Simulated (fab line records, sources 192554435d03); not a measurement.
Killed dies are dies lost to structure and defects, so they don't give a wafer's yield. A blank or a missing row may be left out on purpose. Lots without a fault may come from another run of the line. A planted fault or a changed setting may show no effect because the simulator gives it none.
Chamber matching | flow n5_finfet | N5_BEOL_M3_ETCH_77 on rie_diel-04: 4 sister chambers
The step etches underlayer in N2/H2, target depth 6.5 nm, time 5.2 s. 4 wafers are shown with their chamber, then 10 later ones without.

WAFERS WITH THEIR CHAMBER
wafer  | chamber | throttle_valve_pct (%)
L082.2 | 1       | 17.87
L085.2 | 3       | 17.56
L088.1 | 0       | 17.65
L088.4 | 2       | 17.39

WAFERS WITHOUT THEIR CHAMBER
wafer  | throttle_valve_pct (%)
L088.5 | 17.65
L087.3 | 17.40
L087.4 | 17.67
L087.5 | 17.53
L089.1 | 17.53
L089.2 | 17.34
L089.6 | 17.38
L092.1 | 17.53
L092.2 | 17.89
L092.5 | 17.88

WHICH CHAMBER EACH WENT THROUGH
wafer  | from the rows above | in truth
L088.5 | 0                   | 0
L087.3 | 2                   | 2
L087.4 | 0                   | 0
L087.5 | 3                   | 3
L089.1 | 3                   | 3
L089.2 | 2                   | 2
L089.6 | 2                   | 2
L092.1 | 3                   | 3
L092.2 | 1                   | 1
L092.5 | 1                   | 1
Placed correctly: 10 of 10. Can't be placed from these rows: 0. Placed wrongly: 0.
How it was worked out, from the rows above alone: a wafer's distance from a chamber is the root of the sum, over the readings, of the square of ((its reading less the chamber's mean) divided by the reading's scatter). The wafer belongs to the nearest chamber; if the next one is less than 2 further off, it can't be placed. A chamber's mean is the mean of its shown wafers. The scatter: with one shown wafer a chamber, the root of the mean of the squares of how far each hidden wafer lies from its nearest shown one.
